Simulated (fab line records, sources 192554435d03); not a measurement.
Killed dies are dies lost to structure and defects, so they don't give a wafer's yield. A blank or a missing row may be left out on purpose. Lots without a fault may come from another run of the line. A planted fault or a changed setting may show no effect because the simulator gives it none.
Chamber matching | flow n5_finfet | N5_SD_EPI_P_ETCH_47 on rie_diel-02: 4 sister chambers
The step etches SiOCN in CH3F/O2, target depth 25 nm. 4 wafers are shown with their chamber, then 7 later ones without.

WAFERS WITH THEIR CHAMBER
wafer  | chamber | showerhead_plenum_p_Torr (Torr)
L081.2 | 0       | 1.89
L088.3 | 3       | 2.05
L091.1 | 2       | 1.94
L091.2 | 1       | 2.07

WAFERS WITHOUT THEIR CHAMBER
wafer  | showerhead_plenum_p_Torr (Torr)
L091.5 | 2.05
L094.2 | 1.93
L094.3 | 2.13
L094.5 | 2.05
L096.1 | 2.07
L096.2 | 2.05
L096.6 | 2.07

WHICH CHAMBER EACH WENT THROUGH
wafer  | from the rows above     | in truth
L091.5 | can't be placed: 3 or 1 | 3
L094.2 | can't be placed: 2 or 0 | 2
L094.3 | can't be placed: 1 or 3 | 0
L094.5 | can't be placed: 3 or 1 | 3
L096.1 | can't be placed: 1 or 3 | 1
L096.2 | can't be placed: 3 or 1 | 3
L096.6 | can't be placed: 1 or 3 | 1
Placed correctly: 0 of 7. Can't be placed from these rows: 7 (the true chamber is among the candidates in 6). Placed wrongly: 0.
How it was worked out, from the rows above alone: a wafer's distance from a chamber is the root of the sum, over the readings, of the square of ((its reading less the chamber's mean) divided by the reading's scatter). The wafer belongs to the nearest chamber; if the next one is less than 2 further off, it can't be placed. A chamber's mean is the mean of its shown wafers. The scatter: with one shown wafer a chamber, the root of the mean of the squares of how far each hidden wafer lies from its nearest shown one.
